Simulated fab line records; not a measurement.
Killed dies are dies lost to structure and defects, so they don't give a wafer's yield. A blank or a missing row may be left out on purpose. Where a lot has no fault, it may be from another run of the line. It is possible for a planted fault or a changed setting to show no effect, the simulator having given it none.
Which tool was responsible?	flow n5-finfet	69 wafers from 23 lots sampled at 6 of the route's 1938 steps

## WHAT EACH GAUGE READ, for each wafer
The record holds no reading of a measuring or inspecting step that can be judged against a usual standard deviation.

## EACH LOT AND THE TOOL THAT RAN IT (in order: tool; ch and the chambers of the sampled wafers; start)
lot	N5_BEOL_M3_SPUTTER_81	N5_BEOL_M3_ANNEAL_91	N5_BEOL_M3_DEP_57	N5_BEOL_M4_STRIP_19	N5_BEOL_M4_ETCH_69	N5_BEOL_M4_TRENCH_ETCH_37
L074	pvd-sputter-02, day 7 09:18	pvd-sputter-02, day 7 10:02	pecvd-01 ch 0,1,2, day 7 11:48	rie-diel-05 ch 2,3, day 7 14:54	rie-diel-05 ch 1,3, day 7 15:36	rie-diel-02 ch 2,3, no start
L075	pvd-sputter-02, day 7 11:58	pvd-sputter-02, day 7 12:42	pecvd-01 ch 0,2, day 7 14:17	rie-diel-05 ch 1,2,3, day 7 16:41	rie-diel-02 ch 2,3, day 7 17:15	rie-diel-05 ch 0,2,3, no start
L076	pvd-sputter-03, day 8 02:56	pvd-sputter-03, day 8 03:41	pecvd-03 ch 0,1,2, day 8 05:30	rie-diel-05 ch 0,1,2, day 8 07:05	rie-diel-06 ch 0,3, day 8 07:40	rie-diel-06 ch 0,2,3, no start
L077	pvd-sputter-02, day 8 07:58	pvd-sputter-02, day 8 08:43	pecvd-01 ch 1,2, day 8 12:54	rie-diel-05 ch 2,3, day 8 15:45	rie-diel-05 ch 2,3, day 8 16:27	rie-diel-02 ch 1,2, no start
L079	pvd-sputter-03, day 8 10:17	pvd-sputter-03, day 8 11:01	pecvd-03 ch 0,1, day 8 12:35	rie-diel-02 ch 1,3, day 8 15:31	rie-diel-06 ch 0,2,3, day 8 16:20	rie-diel-02 ch 1,2, no start
L078	pvd-sputter-03, day 8 17:52	pvd-sputter-03, day 8 18:37	pecvd-01 ch 1,2, day 8 20:11	rie-diel-05 ch 0,1,2, day 8 22:01	rie-diel-06 ch 0,2,3, day 8 22:43	rie-diel-02 ch 0,2,3, no start
L080	pvd-sputter-01, day 8 21:44	pvd-sputter-01, day 8 22:29	pecvd-01 ch 0,1,2, day 9 00:02	rie-diel-06 ch 1,3, day 9 03:15	rie-diel-02 ch 1,2,3, day 9 03:49	rie-diel-06 ch 0,2,3, no start
L081	pvd-sputter-03, day 9 06:37	pvd-sputter-03, day 9 07:22	pecvd-01 ch 0,2, day 9 08:56	rie-diel-06 ch 1,3, day 9 10:29	rie-diel-02 ch 0,2,3, day 9 11:13	rie-diel-05 ch 0,2, no start
L082	pvd-sputter-03, day 9 16:12	pvd-sputter-03, day 9 16:56	pecvd-03 ch 0,2, day 9 18:32	rie-diel-05 ch 0,1, day 9 20:50	rie-diel-02 ch 0,1, day 9 21:32	rie-diel-02 ch 1,2,3, no start
L083	pvd-sputter-01, day 10 06:22	pvd-sputter-01, day 10 07:06	pecvd-02 ch 0,1,2, day 10 08:44	rie-diel-05 ch 1,2,3, day 10 11:05	rie-diel-05 ch 0,3, day 10 11:41	rie-diel-06 ch 0,1,2, no start
L084	pvd-sputter-01, day 10 11:52	pvd-sputter-01, day 10 12:37	pecvd-01 ch 1,2, day 10 14:11	rie-diel-06 ch 0,1,3, day 10 15:56	rie-diel-02 ch 0,1,2, day 10 16:38	rie-diel-06 ch 1,2, no start
L085	pvd-sputter-03, day 10 15:44	pvd-sputter-03, day 10 16:28	pecvd-03 ch 0,1,2, day 10 18:02	rie-diel-02 ch 1,2, day 10 21:04	rie-diel-02 ch 1,2, day 10 22:11	rie-diel-06 ch 0,2,3, no start
L086	pvd-sputter-01, day 10 15:52	pvd-sputter-01, day 10 16:37	pecvd-02 ch 0,1,2, day 10 18:10	rie-diel-02 ch 0,1,2, day 10 21:07	rie-diel-06 ch 1,2,3, day 10 22:12	rie-diel-02 ch 0,2,3, no start
L087	pvd-sputter-01, day 10 19:25	pvd-sputter-01, day 10 20:09	pecvd-03 ch 0,1, day 10 21:43	rie-diel-02 ch 0,2,3, day 10 23:21	rie-diel-05 ch 2,3, day 11 00:04	rie-diel-02 ch 0,2,3, no start
L088	pvd-sputter-03, day 10 22:51	pvd-sputter-03, day 10 23:35	pecvd-03 ch 0,2, day 11 01:09	rie-diel-02 ch 2,3, day 11 05:01	rie-diel-06 ch 1,2, day 11 05:50	rie-diel-06 ch 0,1,2, no start
L090	pvd-sputter-02, day 11 10:53	pvd-sputter-02, day 11 11:38	pecvd-03 ch 0,1,2, day 11 13:11	rie-diel-06 ch 1,2,3, day 11 15:50	rie-diel-06 ch 1,2,3, day 11 16:44	rie-diel-06 ch 1,2,3, no start
L091	pvd-sputter-03, day 11 23:15	pvd-sputter-03, day 11 23:59	pecvd-01 ch 0,2, day 12 01:56	rie-diel-05 ch 0,2,3, day 12 05:55	rie-diel-06 ch 0,1,2, day 12 06:47	rie-diel-05 ch 0,2,3, no start
L092	pvd-sputter-02, day 12 02:25	pvd-sputter-02, day 12 03:09	pecvd-02 ch 0,2, day 12 05:13	rie-diel-06 ch 0,2, day 12 06:53	rie-diel-02 ch 1,2,3, day 12 07:50	rie-diel-05 ch 2,3, no start
L094	pvd-sputter-01, day 12 08:35	pvd-sputter-01, day 12 09:19	pecvd-02 ch 0,2, day 12 10:54	rie-diel-05 ch 1,2,3, day 12 15:28	rie-diel-02 ch 1,2,3, day 12 16:14	rie-diel-05 ch 0,1,3, no start
L093	pvd-sputter-02, day 12 10:55	pvd-sputter-02, day 12 11:39	pecvd-02 ch 0,2, day 12 13:14	rie-diel-05 ch 1,2,3, day 12 16:07	rie-diel-05 ch 1,2,3, day 12 16:48	rie-diel-05 ch 1,2, no start
L095	pvd-sputter-02, day 13 02:52	pvd-sputter-02, day 13 03:36	pecvd-01 ch 0,2, day 13 05:10	rie-diel-05 ch 1,2,3, day 13 06:39	rie-diel-05 ch 0,1,2, day 13 07:13	rie-diel-06 ch 0,1,3, no start
L096	pvd-sputter-01, day 13 03:33	pvd-sputter-01, day 13 04:17	pecvd-02 ch 0,1, day 13 05:53	rie-diel-05 ch 0,1,3, day 13 09:01	rie-diel-02 ch 0,3, day 13 09:42	rie-diel-02 ch 1,3, no start
L097	pvd-sputter-02, day 13 13:16	pvd-sputter-02, day 13 14:01	pecvd-02 ch 1,2, day 13 15:34	rie-diel-06 ch 0,1,3, day 13 17:31	rie-diel-02 ch 0,1,3, day 13 18:20	rie-diel-06 ch 0,2,3, no start
- N5_BEOL_M3_SPUTTER_81: material Cu, target thk 4.5 nm, time 8.29 s.
- N5_BEOL_M3_ANNEAL_91: time 240 s.
- N5_BEOL_M3_DEP_57: deposits SiCN from 3MS/NH3, target thk 8 nm, time 14 s.
- N5_BEOL_M4_STRIP_19: strips in O2.
- N5_BEOL_M4_ETCH_69: etches SiARC in CF4, target depth 15.6 nm, time 26 s.
- N5_BEOL_M4_TRENCH_ETCH_37: etches SiOC in C4F6/O2, target depth 55.555 nm, time 29.2 s.

## WHAT THE TOOLS THEMSELVES READ (means of the sampled wafers that have a number; where no wafer has one, the mark that the record gives instead)
N5_BEOL_M3_SPUTTER_81. Usual: substrate-temp-c -20.00 C, standard deviation 0.12; throttle-valve-pct 29.9 %, standard deviation 0.82.
lot	tool	substrate-temp-c (C)	throttle-valve-pct (%)	flag
L074	pvd-sputter-02	-20.00	29.3	
L075	pvd-sputter-02	-20.00	29.1	
L076	pvd-sputter-03	-20.07	30.2	
L077	pvd-sputter-02	-20.00	29.4	
L079	pvd-sputter-03	-19.94	30.3	
L078	pvd-sputter-03	-20.02	30.1	
L080	pvd-sputter-01	-19.96	30.0	
L081	pvd-sputter-03	-19.98	30.6	
L082	pvd-sputter-03	-19.92	30.3	
L083	pvd-sputter-01	-19.84	30.3	
L084	pvd-sputter-01	-20.03	30.5	
L085	pvd-sputter-03	-20.06	30.3	
L086	pvd-sputter-01	-20.01	30.7	
L087	pvd-sputter-01	-19.95	30.1	
L088	pvd-sputter-03	-20.01	30.0	
L090	pvd-sputter-02	-20.05	29.2	
L091	pvd-sputter-03	-19.99	30.2	
L092	pvd-sputter-02	-20.10	29.3	
L094	pvd-sputter-01	-19.95	29.9	
L093	pvd-sputter-02	-20.17	28.9	
L095	pvd-sputter-02	-19.98	29.3	
L096	pvd-sputter-01	-19.93	29.8	
L097	pvd-sputter-02	-20.01	29.3	

N5_BEOL_M3_ANNEAL_91. Usual: heater-power-w 793 W, standard deviation 72.
lot	tool	heater-power-w (W)	flag
L074	pvd-sputter-02	849	
L075	pvd-sputter-02	794	
L076	pvd-sputter-03	780	
L077	pvd-sputter-02	849	
L079	pvd-sputter-03	778	
L078	pvd-sputter-03	748	
L080	pvd-sputter-01	792	
L081	pvd-sputter-03	819	
L082	pvd-sputter-03	790	
L083	pvd-sputter-01	857	
L084	pvd-sputter-01	745	
L085	pvd-sputter-03	751	
L086	pvd-sputter-01	819	
L087	pvd-sputter-01	756	
L088	pvd-sputter-03	743	
L090	pvd-sputter-02	815	
L091	pvd-sputter-03	760	
L092	pvd-sputter-02	739	
L094	pvd-sputter-01	787	
L093	pvd-sputter-02	849	
L095	pvd-sputter-02	861	
L096	pvd-sputter-01	791	
L097	pvd-sputter-02	814	

N5_BEOL_M3_DEP_57. Usual: showerhead-plenum-p-Torr 3.667 Torr, standard deviation 0.0063; throttle-valve-pct 9.1 %, standard deviation 0.62.
lot	tool	showerhead-plenum-p-Torr (Torr)	throttle-valve-pct (%)	flag
L074	pecvd-01	3.671	9.0	
L075	pecvd-01	3.671	8.5	
L076	pecvd-03	3.670	9.6	
L077	pecvd-01	3.661	8.5	
L079	pecvd-03	3.672	9.9	
L078	pecvd-01	3.668	8.9	
L080	pecvd-01	3.674	9.0	
L081	pecvd-01	3.669	9.1	
L082	pecvd-03	3.663	9.2	
L083	pecvd-02	3.667	8.7	
L084	pecvd-01	3.667	9.0	
L085	pecvd-03	3.664	9.4	
L086	pecvd-02	3.663	8.9	
L087	pecvd-03	3.667	10.0	
L088	pecvd-03	3.666	9.3	
L090	pecvd-03	3.672	9.6	
L091	pecvd-01	3.672	8.7	
L092	pecvd-02	3.664	8.5	
L094	pecvd-02	3.670	8.5	
L093	pecvd-02	3.672	8.4	
L095	pecvd-01	3.666	9.2	
L096	pecvd-02	3.671	8.9	
L097	pecvd-02	3.671	8.7	

N5_BEOL_M4_STRIP_19. Usual: drypump-motor-current-A 5.6 A, standard deviation 0.47; o2-flow-sccm 224.9 sccm, standard deviation 0.63; oes-product-au 0.81 a.u., standard deviation 0.095; rf-vpp-V 3.6 V, standard deviation 0.49; showerhead-plenum-p-Torr 2.14 Torr, standard deviation 0.076; throttle-valve-pct 16.66 %, standard deviation 0.25.
lot	tool	drypump-motor-current-A (A)	o2-flow-sccm (sccm)	oes-product-au (a.u.)	rf-vpp-V (V)	showerhead-plenum-p-Torr (Torr)	throttle-valve-pct (%)	flag
L074	rie-diel-05	5.3	225.2	0.86	4.0	2.21	16.54	
L075	rie-diel-05	5.2	225.0	0.82	3.6	2.17	16.68	
L076	rie-diel-05	5.5	224.9	0.90	3.2	2.14	16.54	
L077	rie-diel-05	5.1	224.4	0.77	3.7	2.19	16.63	
L079	rie-diel-02	6.3	224.9	0.77	3.6	2.17	16.55	
L078	rie-diel-05	5.5	225.1	0.88	3.9	2.14	16.54	
L080	rie-diel-06	5.8	225.2	0.94	3.7	2.23	16.63	
L081	rie-diel-06	5.9	224.3	0.94	3.6	2.23	16.63	
L082	rie-diel-05	5.4	225.0	0.84	3.6	2.09	16.69	
L083	rie-diel-05	5.2	224.7	0.79	3.5	2.17	16.72	
L084	rie-diel-06	5.8	224.5	0.82	3.8	2.17	16.78	
L085	rie-diel-02	6.4	224.8	0.76	3.6	2.20	16.56	
L086	rie-diel-02	6.3	224.7	0.75	3.6	2.15	16.58	
L087	rie-diel-02	6.0	225.4	0.81	3.7	2.10	16.54	
L088	rie-diel-02	5.8	225.0	0.89	3.8	2.10	16.47	
L090	rie-diel-06	5.6	224.7	0.82	3.8	2.14	16.79	
L091	rie-diel-05	5.4	224.7	0.80	3.9	2.14	16.53	
L092	rie-diel-06	5.3	224.9	0.78	4.0	2.02	16.99	
L094	rie-diel-05	5.2	225.2	0.78	3.6	2.16	16.75	
L093	rie-diel-05	5.2	225.1	0.76	4.0	2.16	16.75	
L095	rie-diel-05	5.2	225.3	0.76	3.1	2.16	16.77	
L096	rie-diel-05	5.3	224.5	0.76	3.3	2.09	16.69	
L097	rie-diel-06	5.8	225.1	0.87	3.5	2.16	16.69	

N5_BEOL_M4_ETCH_69. Usual: drypump-motor-current-A 5.8 A, standard deviation 0.47; etch-rf-on-time-s 26.1 s, standard deviation 0.48; oes-product-au 0.67 a.u., standard deviation 0.08; rf-vpp-V 184.5 V, standard deviation 1.4; showerhead-plenum-p-Torr 2.17 Torr, standard deviation 0.077; throttle-valve-pct 15.59 %, standard deviation 0.23.
lot	tool	drypump-motor-current-A (A)	etch-rf-on-time-s (s)	oes-product-au (a.u.)	rf-vpp-V (V)	showerhead-plenum-p-Torr (Torr)	throttle-valve-pct (%)	flag
L074	rie-diel-05	5.0	26.7	0.63	185.1	2.20	15.74	
L075	rie-diel-02	5.8	26.5	0.59	184.1	2.14	15.65	
L076	rie-diel-06	5.8	25.8	0.65	185.0	2.16	15.79	
L077	rie-diel-05	5.3	26.5	0.71	185.3	2.26	15.52	
L079	rie-diel-06	5.5	25.8	0.65	183.8	2.14	15.78	
L078	rie-diel-06	5.5	25.8	0.65	183.6	2.14	15.78	
L080	rie-diel-02	6.1	26.4	0.62	184.7	2.19	15.55	
L081	rie-diel-02	6.0	26.4	0.61	184.8	2.15	15.58	
L082	rie-diel-02	6.4	25.9	0.65	184.6	2.17	15.42	
L083	rie-diel-05	5.5	25.4	0.71	183.1	2.13	15.39	
L084	rie-diel-02	6.3	26.0	0.64	184.7	2.19	15.48	
L085	rie-diel-02	6.1	26.5	0.63	185.4	2.21	15.53	
L086	rie-diel-06	5.6	25.5	0.71	184.8	2.19	15.72	
L087	rie-diel-05	5.3	26.3	0.68	185.0	2.25	15.55	
L088	rie-diel-06	5.4	25.9	0.66	184.2	2.12	15.90	
L090	rie-diel-06	5.6	25.8	0.71	184.9	2.19	15.74	
L091	rie-diel-06	5.6	26.0	0.73	183.9	2.13	15.76	
L092	rie-diel-02	6.1	26.5	0.69	184.3	2.18	15.43	
L094	rie-diel-02	6.1	26.1	0.69	185.9	2.18	15.44	
L093	rie-diel-05	5.2	26.4	0.65	184.4	2.21	15.72	
L095	rie-diel-05	5.6	26.0	0.70	183.4	2.17	15.55	
L096	rie-diel-02	5.9	26.6	0.72	183.2	2.11	15.36	
L097	rie-diel-02	6.2	26.3	0.68	184.2	2.15	15.41	

N5_BEOL_M4_TRENCH_ETCH_37. Usual: drypump-motor-current-A 5.7 A, standard deviation 0.48; oes_o_777_au 0.78 a.u., standard deviation 0.084; oes-product-au 0.78 a.u., standard deviation 0.092; rf-vpp-V 670 V, standard deviation 6.5; showerhead-plenum-p-Torr 2.88 Torr, standard deviation 0.11; throttle-valve-pct 20.83 %, standard deviation 0.24.
lot	tool	drypump-motor-current-A (A)	oes_o_777_au (a.u.)	oes-product-au (a.u.)	rf-vpp-V (V)	showerhead-plenum-p-Torr (Torr)	throttle-valve-pct (%)	flag
L074	rie-diel-02	5.9	0.72	0.71	676	2.89	20.78	
L075	rie-diel-05	5.4	0.83	0.84	667	2.92	20.66	
L076	rie-diel-06	5.6	0.77	0.76	666	2.84	21.01	
L077	rie-diel-02	6.3	0.79	0.79	673	2.96	20.59	
L079	rie-diel-02	6.3	0.79	0.78	673	2.96	20.60	
L078	rie-diel-02	6.0	0.72	0.71	674	2.85	20.75	
L080	rie-diel-06	5.5	0.75	0.75	666	2.84	21.03	
L081	rie-diel-05	5.8	0.87	0.90	666	2.86	20.54	
L082	rie-diel-02	6.1	0.74	0.72	674	2.90	20.74	
L083	rie-diel-06	5.6	0.78	0.78	665	2.84	21.16	
L084	rie-diel-06	5.6	0.86	0.85	672	2.92	21.11	
L085	rie-diel-06	5.5	0.75	0.74	666	2.83	21.05	
L086	rie-diel-02	6.0	0.81	0.80	673	2.84	20.66	
L087	rie-diel-02	6.0	0.80	0.80	674	2.84	20.66	
L088	rie-diel-06	5.6	0.77	0.77	664	2.84	21.17	
L090	rie-diel-06	5.6	0.81	0.82	671	2.90	21.03	
L091	rie-diel-05	5.4	0.78	0.80	668	2.90	20.71	
L092	rie-diel-05	5.3	0.77	0.79	670	2.98	20.78	
L094	rie-diel-05	5.3	0.76	0.77	671	2.85	20.86	
L093	rie-diel-05	5.4	0.80	0.82	674	2.96	20.86	
L095	rie-diel-06	5.8	0.87	0.87	669	2.93	20.92	
L096	rie-diel-02	6.3	0.83	0.81	669	2.90	20.56	
L097	rie-diel-06	5.6	0.81	0.81	665	2.82	20.96	

## THE ANSWER, worked out from the rows above alone
Rule: a lot is off if the mean of its wafers that have a number lies more than 3 standard deviations from the usual mean. Also off: a lot with no number at a reading for which 4 or more lots have one. All remaining lots with rows at the step are treated as sound. First the gauges in route order, then the tools' own readings, where a lot's mean is used as printed above. At the first step where some lot is off, the reading lying furthest off is the one used; lots without a number count as furthest.
No lot is off on any of the readings shown, so nothing can be concluded from this.

## WHAT THE SIMULATOR HAD INSERTED
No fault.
